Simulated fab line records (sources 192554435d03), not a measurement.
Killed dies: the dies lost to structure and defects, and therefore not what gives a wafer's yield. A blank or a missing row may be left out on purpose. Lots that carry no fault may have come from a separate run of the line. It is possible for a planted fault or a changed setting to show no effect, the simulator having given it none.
Split-lot experiment / flow n5-finfet / 21 wafers read from 7 lots, route of 1938 steps

## ABOUT THE SPLIT
At N5_BEOL_M5_COAT_22 (resist thk 30 nm), the setting spin-rpm was moved away from the recipe's 1500 rpm on 6 of the 21 wafers read, by -11.1% to +11.2%. The other wafers ran this setting at the recipe's value.

## FROM THE SPLIT TO THE READING: what the file shows between them, 4 steps
- N5_BEOL_M5_EXPOSE_25: exposes mask V4, defocus 10 nm (also split here: dose-mj)
- N5_BEOL_M5_PEB_26: peb time 60 s
- N5_BEOL_M5_DEVELOP_27: develop time 30 s
- N5_BEOL_M5_CD_MEAS_28: target cd 30.6 nm, target cd y 20 nm

## THE READING
CAR-EUV_of_BEOL_M5_COAT_22.thk-nm (the simulator's own value, which no gauge read), in nm, at N5_BEOL_M5_DESCUM_33 (chemistry O2, time 7 s). The file does not state a usual value for it. Average 26.0 nm, standard deviation 0.08 nm, over the 15 wafers here run with the recipe.

wafer=L076.2; tool, chamber at the split=litho-track-02, 0; spin-rpm as run, rpm=1604; against the recipe=+6.9%; CAR-EUV_of_BEOL_M5_COAT_22.thk-nm, nm=25.2; against lot-mates on the recipe=-0.8
wafer=L076.4; tool, chamber at the split=litho-track-02, 0; spin-rpm as run, rpm=1500; against the recipe=recipe; CAR-EUV_of_BEOL_M5_COAT_22.thk-nm, nm=26; against lot-mates on the recipe=-
wafer=L076.5; tool, chamber at the split=litho-track-02, 0; spin-rpm as run, rpm=1500; against the recipe=recipe; CAR-EUV_of_BEOL_M5_COAT_22.thk-nm, nm=26; against lot-mates on the recipe=-
wafer=L078.2; tool, chamber at the split=litho-track-05, 0; spin-rpm as run, rpm=1572; against the recipe=+4.8%; CAR-EUV_of_BEOL_M5_COAT_22.thk-nm, nm=25.4; against lot-mates on the recipe=-0.6
wafer=L078.3; tool, chamber at the split=litho-track-05, 0; spin-rpm as run, rpm=1500; against the recipe=recipe; CAR-EUV_of_BEOL_M5_COAT_22.thk-nm, nm=26; against lot-mates on the recipe=-
wafer=L078.4; tool, chamber at the split=litho-track-05, 0; spin-rpm as run, rpm=1500; against the recipe=recipe; CAR-EUV_of_BEOL_M5_COAT_22.thk-nm, nm=26; against lot-mates on the recipe=-
wafer=L079.4; tool, chamber at the split=litho-track-02, 0; spin-rpm as run, rpm=1500; against the recipe=recipe; CAR-EUV_of_BEOL_M5_COAT_22.thk-nm, nm=26.2; against lot-mates on the recipe=-
wafer=L079.5; tool, chamber at the split=litho-track-02, 0; spin-rpm as run, rpm=1500; against the recipe=recipe; CAR-EUV_of_BEOL_M5_COAT_22.thk-nm, nm=26; against lot-mates on the recipe=-
wafer=L079.6; tool, chamber at the split=litho-track-02, 0; spin-rpm as run, rpm=1500; against the recipe=recipe; CAR-EUV_of_BEOL_M5_COAT_22.thk-nm, nm=26; against lot-mates on the recipe=-
wafer=L081.1; tool, chamber at the split=litho-track-02, 0; spin-rpm as run, rpm=1334; against the recipe=-11.1%; CAR-EUV_of_BEOL_M5_COAT_22.thk-nm, nm=27.8; against lot-mates on the recipe=+1.8
wafer=L081.6; tool, chamber at the split=litho-track-02, 0; spin-rpm as run, rpm=1334; against the recipe=-11.1%; CAR-EUV_of_BEOL_M5_COAT_22.thk-nm, nm=27.8; against lot-mates on the recipe=+1.8
wafer=L081.2; tool, chamber at the split=litho-track-02, 0; spin-rpm as run, rpm=1500; against the recipe=recipe; CAR-EUV_of_BEOL_M5_COAT_22.thk-nm, nm=26; against lot-mates on the recipe=-
wafer=L083.3; tool, chamber at the split=litho-track-02, 0; spin-rpm as run, rpm=1500; against the recipe=recipe; CAR-EUV_of_BEOL_M5_COAT_22.thk-nm, nm=26; against lot-mates on the recipe=-
wafer=L083.4; tool, chamber at the split=litho-track-02, 0; spin-rpm as run, rpm=1500; against the recipe=recipe; CAR-EUV_of_BEOL_M5_COAT_22.thk-nm, nm=26; against lot-mates on the recipe=-
wafer=L083.5; tool, chamber at the split=litho-track-02, 0; spin-rpm as run, rpm=1500; against the recipe=recipe; CAR-EUV_of_BEOL_M5_COAT_22.thk-nm, nm=26; against lot-mates on the recipe=-
wafer=L084.2; tool, chamber at the split=litho-track-05, 0; spin-rpm as run, rpm=1500; against the recipe=recipe; CAR-EUV_of_BEOL_M5_COAT_22.thk-nm, nm=26.2; against lot-mates on the recipe=-
wafer=L084.6; tool, chamber at the split=litho-track-05, 0; spin-rpm as run, rpm=1500; against the recipe=recipe; CAR-EUV_of_BEOL_M5_COAT_22.thk-nm, nm=26.2; against lot-mates on the recipe=-
wafer=L084.3; tool, chamber at the split=litho-track-05, 0; spin-rpm as run, rpm=1500; against the recipe=recipe; CAR-EUV_of_BEOL_M5_COAT_22.thk-nm, nm=26; against lot-mates on the recipe=-
wafer=L096.2; tool, chamber at the split=litho-track-04, 0; spin-rpm as run, rpm=1668; against the recipe=+11.2%; CAR-EUV_of_BEOL_M5_COAT_22.thk-nm, nm=24.6; against lot-mates on the recipe=-1.4
wafer=L096.4; tool, chamber at the split=litho-track-04, 0; spin-rpm as run, rpm=1668; against the recipe=+11.2%; CAR-EUV_of_BEOL_M5_COAT_22.thk-nm, nm=24.4; against lot-mates on the recipe=-1.6
wafer=L096.5; tool, chamber at the split=litho-track-04, 0; spin-rpm as run, rpm=1500; against the recipe=recipe; CAR-EUV_of_BEOL_M5_COAT_22.thk-nm, nm=26; against lot-mates on the recipe=-

FIT RESULTS
A straight line over all 21 wafers: CAR-EUV_of_BEOL_M5_COAT_22.thk-nm changes by -0.146 nm for each +1% of spin-rpm; r = -0.99; the points scatter about the line by 0.099 nm.
The same after taking each lot's own level away (the mean of its wafers on the recipe; 21 wafers): -0.145 nm for each +1%; r = -0.99; scatter 0.1 nm.
The reading moves by 1.6 nm for the largest change in spin-rpm, on that fit.
Across the lots, their own levels run from 26.00 to 26.13 nm, a range of 1.7 times the standard deviation given above.
The two slopes agree, so the slope changes little with the lot-to-lot level.
Check: with one of the wafers moved furthest among these (+11.2%) left out of the fit, the line predicts -1.64 nm for it against its lot-mates. Against them it came out at -1.4 nm.

## OTHER SPLITS ON THESE WAFERS
Other splits were also applied to these wafers ahead of the reading. Each is held against what the fit with the lots' levels taken away leaves over:
other split on the same wafers=N5_BEOL_M3_COAT_05 spin-rpm; wafers away from the commonest value=6; r with CAR-EUV_of_BEOL_M5_COAT_22.thk-nm (lot level and that fit taken away)=-0.17
other split on the same wafers=N5_BEOL_M4_COAT_62 spin-rpm; wafers away from the commonest value=4; r with CAR-EUV_of_BEOL_M5_COAT_22.thk-nm (lot level and that fit taken away)=-0.08
other split on the same wafers=N5_BEOL_M4_COAT_73 temp-c; wafers away from the commonest value=10; r with CAR-EUV_of_BEOL_M5_COAT_22.thk-nm (lot level and that fit taken away)=+0.12
other split on the same wafers=N5_BEOL_M5_EXPOSE_25 dose-mj; wafers away from the commonest value=7; r with CAR-EUV_of_BEOL_M5_COAT_22.thk-nm (lot level and that fit taken away)=-0.24

## THE WHOLE CHAIN: every reading that the file lists as answering this split, in the file's order
step=N5_BEOL_M5_COAT_22; what it does=resist thk 30 nm; reading=CAR-EUV_of_BEOL_M5_COAT_22.thk-nm (the simulator's own value, which no gauge read); change (the file's fit)=-0.149 nm for each +1% of the setting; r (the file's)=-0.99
step=N5_BEOL_M5_DESCUM_33; what it does=chemistry O2, time 7 s; reading=CAR-EUV_of_BEOL_M5_COAT_22.thk-nm (the simulator's own value, which no gauge read); change (the file's fit)=-0.142 nm for each +1% of the setting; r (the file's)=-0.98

## FILE'S OWN FIT
CAR-EUV_of_BEOL_M5_COAT_22.thk-nm changes by -0.142 nm for each +1% of spin-rpm, r = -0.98.
